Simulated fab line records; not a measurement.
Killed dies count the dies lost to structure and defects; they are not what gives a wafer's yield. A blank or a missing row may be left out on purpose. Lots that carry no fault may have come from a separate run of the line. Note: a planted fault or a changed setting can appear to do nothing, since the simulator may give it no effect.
Struck lot and sound lot, side by side ; flow n5 finfet ; 19 out of 1938 route steps
Sound: the wafers L188.2, L188.4, L188.5. The struck wafers were L194.1, L194.2, L194.4. The cause is given at the end.
Per side, at each step with rows, come the tool, then ch with its chambers, and then its first start. Under that, the readings that differ: sound wafers ; struck wafers ; difference of the means ; sigmas: that difference in standard deviations of wafers without a fault.
alike: readings with means less than 2 such deviations apart, plus words and numbers identical on both sides. not compared: withheld readings, readings lacking a value on some wafer, bounds such as >300 that could conceal the same value, and numbers that have no deviation in the record and whose values overlap.
Wherever a step has rows on one side only, a row that says differs or no value, or a row with sigmas, the two part there. Non-overlapping numbers with no deviation appear without sigmas and do not part them. A reading missing from all wafers of one side parts the sides only when that side holds two or more wafers.

first, 8 steps without rows for these wafers: N5_BEOL_M4_COAT_68 (time 60 s, resist thk 12 nm); N5_BEOL_M4_COAT_76 (time 60 s, resist thk 5 nm); N5_BEOL_M4_COAT_22 (resist thk 30 nm); N5_BEOL_M4_EBR_24; N5_BEOL_M4_SOFTBAKE_23 (time 60 s); N5_BEOL_M4_EXPOSE_25 (exposes mask V3, defocus 5 nm); N5_BEOL_M4_PEB_26 (peb time 60 s); N5_BEOL_M4_DEVELOP_27 (develop time 30 s).
N5_BEOL_M4_CD_MEAS_28: target cd 26.2 nm, target cd y 24.1 nm.
  sound on cd sem-03 ch 0, day 10 13:23; struck on cd sem-01 ch 0, day 12 05:26
  alike: cd nm
N5_BEOL_M4_OVL_MEAS_29:
  sound on overlay-02 ch 0, day 10 13:26; struck on overlay-01 ch 0, day 12 05:28
  alike: V3_OVL
N5_BEOL_M4_INSPECT_30: inspects for defects (brightfield).
  struck on defect inspect-01, day 12 05:31; sound on defect inspect-02, day 10 13:29
  alike: raw defect count
N5_BEOL_M4_DESCUM_33: chemistry O2, time 7 s.
  sound on rie diel-03 ch 0,2,3, day 10 13:31; struck on rie diel-03 ch 0,2,3, day 12 05:34
  alike: chamber pressure mTorr, drypump motor current A, oes product au, rf vpp V, showerhead plenum p Torr, throttle valve pct
  not compared: rf hours counter h
N5_BEOL_M4_ETCH_77: etches underlayer in N2/H2, target depth 6.5 nm, time 5.2 s.
  sound on rie diel-03 ch 0,2,3, day 10 13:33; struck on rie diel-03 ch 0,2,3, day 12 05:35
  no value came back on the struck wafers for any of 8 readings (bias w (W), chamber pressure mTorr (mTorr) and others); on the sound wafers bias w (W) reads 149.8 149.9 150.0
reading;sound;struck;difference;sigmas
model.CAR-EUV_of_BEOL_M4_COAT_22.thk nm (nm);20.6 20.6 20.4;26 26 26;+5;
  not compared: rf hours counter h
N5_BEOL_M4_ETCH_69: etches SiARC in CF4, target depth 15.6 nm, time 26 s.
  sound on rie diel-03 ch 0,2,3, day 10 13:34; struck on rie diel-03 ch 0,2,3, day 12 05:37
  alike: bias w, cf4 flow sccm, chamber pressure mTorr, drypump motor current A, etch rf on time s, oes product au, rf vpp V, showerhead plenum p Torr, throttle valve pct
  not compared: rf hours counter h
N5_BEOL_M4_ALD_98: deposits SiO2, target thk 2.5 nm, pulse time 1 s, co reactant pulse time 1 s.
  sound on ald sin-02 ch 0,2,3, day 10 13:39; struck on ald sin-02 ch 0,2,3, day 12 06:26
  alike: heater power w, precursor pulse height rel
N5_BEOL_M4_ETCHBACK_99: etches SiO2 in CHF3, target depth 5 nm, time 10.4 s.
  sound on rie diel-03 ch 0,1, day 10 19:00; struck on rie diel-03 ch 0,1,3, day 13 08:07
reading;sound;struck;difference;sigmas
model.CAR-EUV_of_BEOL_M4_COAT_22.thk nm (nm);10.6 10.6 10.6;16 16.2 16.2;+6;
  alike: CHF3_flow_sccm, chamber pressure mTorr, drypump motor current A, oes product au, rf vpp V, showerhead plenum p Torr, throttle valve pct
  not compared: rf hours counter h
N5_BEOL_M4_ETCH_70: etches SOC in N2/H2, target depth 80 nm, overetch 24 nm, time 130 s.
  sound on rie diel-03 ch 0,1, day 10 19:02; struck on rie diel-03 ch 0,1,3, day 13 08:09
  alike: bias w, chamber pressure mTorr, drypump motor current A, oes product au, rf vpp V, showerhead plenum p Torr, throttle valve pct
  not compared: rf hours counter h
N5_BEOL_M4_RC_MEAS_101:
  sound on prober-01 ch 0, day 11 00:51; struck on prober-02 ch 0, day 13 14:07
  alike: DIBL_N, DIBL_P, IOFF_N, IOFF_P, ION_N, ION_P, SS_N, SS_P, VT_N, VT_P
N5_PASSIVATION_PROBE_49:
  the record has rows for the sound wafers here (prober-02, day 15 11:11) and none for the struck ones

## WHERE THEY PART
Earliest at N5_BEOL_M4_ETCH_77; latest, in this record, at N5_PASSIVATION_PROBE_49.

WHY: the cause the simulator had injected
At N5_BEOL_M4_ETCH_77, the step was skipped entirely on rie diel-03 from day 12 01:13 on. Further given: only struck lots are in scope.
